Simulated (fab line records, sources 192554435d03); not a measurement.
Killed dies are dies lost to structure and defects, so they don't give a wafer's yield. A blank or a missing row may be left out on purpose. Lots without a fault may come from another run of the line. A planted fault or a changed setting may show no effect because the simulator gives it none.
One fault seen from 2 desks | flow n5_finfet | each desk has only its own numbers; what lay behind them comes last

THE METROLOGY DESK
What the gauges read, lot by lot, whatever tool the lot ran on: means of the sampled wafers that have a number. A lot is out of limits, marked OUT, if its mean lies more than 4 standard deviations from the usual mean; the brackets give that distance. Of its 10 readings 7 are shown: those that lie furthest out on some lot.
Columns: A = DIBL_N at N5_BEOL_M4_RC_MEAS_101, usual 36.4 mV/V; B = DIBL_P at N5_BEOL_M4_RC_MEAS_101, usual 36 mV/V; C = IOFF_P at N5_BEOL_M4_RC_MEAS_101, usual 0.21 nA/um; D = ION_P at N5_BEOL_M4_RC_MEAS_101, usual 464 uA/um; E = SS_P at N5_BEOL_M4_RC_MEAS_101, usual 73.3 mV/dec; F = VT_N at N5_BEOL_M4_RC_MEAS_101, usual 250 mV; G = VT_P at N5_BEOL_M4_RC_MEAS_101, usual -251 mV
lot  | first seen here | A    | B  | C    | D   | E    | F   | G
L388 | day 9 14:45     | 34.4 | 33 | 0.17 | 462 | 72.0 | 251 | -253
L391 | day 10 16:34    | 34.0 | 34 | 0.18 | 465 | 71.8 | 251 | -252
L394 | day 10 22:13    | 36.9 | 37 | 0.21 | 468 | 73.7 | 247 | -250
L396 | day 11 09:40    | 33.7 | 34 | 0.19 | 470 | 73.2 | 247 | -250
L395 | day 11 11:20    | 36.0 | 36 | 0.25 | 475 | 73.1 | 248 | -247
L403 | day 13 05:12    | 37.2 | 37 | 0.23 | 465 | 74.3 | 248 | -247
L404 | day 13 10:51    | 34.9 | 33 | 0.17 | 459 | 72.3 | 253 | -254
L406 | day 14 07:22    | 39.2 | 37 | 0.21 | 457 | 73.4 | 250 | -254
L407 | day 14 07:26    | 31.1 | 31 | 0.11 | 446 | 71.4 | 258 | -261
This desk's finding: nothing out of limits on any of the 9 lots.

THE TOOL OWNER'S DESK: pecvd-04
The tool's own readings at N5_BEOL_M0_SAQP_PECVD_96 (deposits a-Si from SiH4/He, target thk 45 nm, time 45.2 s): means of the sampled wafers that have a number, for each lot that ran on this tool. A lot is out of limits, marked OUT, if its mean lies more than 4 standard deviations from the usual mean; the brackets give that distance.
Columns: A = heater_power_w at N5_BEOL_M0_SAQP_PECVD_96, usual 638 W; B = rf_fwd_power_W at N5_BEOL_M0_SAQP_PECVD_96, usual 99.2 W; C = run_length_s at N5_BEOL_M0_SAQP_PECVD_96, usual 81.3 s; D = showerhead_plenum_p_Torr at N5_BEOL_M0_SAQP_PECVD_96, usual 5.67 Torr; E = showerhead_vpp_V at N5_BEOL_M0_SAQP_PECVD_96, usual 619 V; F = susceptor_temp_C at N5_BEOL_M0_SAQP_PECVD_96, usual 350.01 C; G = throttle_valve_pct at N5_BEOL_M0_SAQP_PECVD_96, usual 18.2 %
lot  | first seen here | A   | B    | C    | D    | E   | F      | G
L388 | day 6 16:52     | 653 | 99.0 | 81.4 | 5.69 | 621 | 349.99 | 18.4
L391 | day 7 10:31     | 661 | 99.2 | 81.5 | 5.69 | 628 | 350.08 | 18.3
L394 | day 8 01:01     | 641 | 99.2 | 81.4 | 5.70 | 625 | 349.92 | 19.2
L395 | day 8 08:25     | 603 | 99.3 | 81.3 | 5.70 | 622 | 350.00 | 17.5
L403 | day 10 04:45    | 617 | 99.1 | 80.7 | 5.69 | 623 | 349.81 | 18.4
This desk's finding: nothing out of limits on any of the 5 lots.

PUT TOGETHER
The metrology desk saw nothing out of limits.
The tool owner's desk saw nothing out of limits.

WHAT THE SIMULATOR HAD PUT IN
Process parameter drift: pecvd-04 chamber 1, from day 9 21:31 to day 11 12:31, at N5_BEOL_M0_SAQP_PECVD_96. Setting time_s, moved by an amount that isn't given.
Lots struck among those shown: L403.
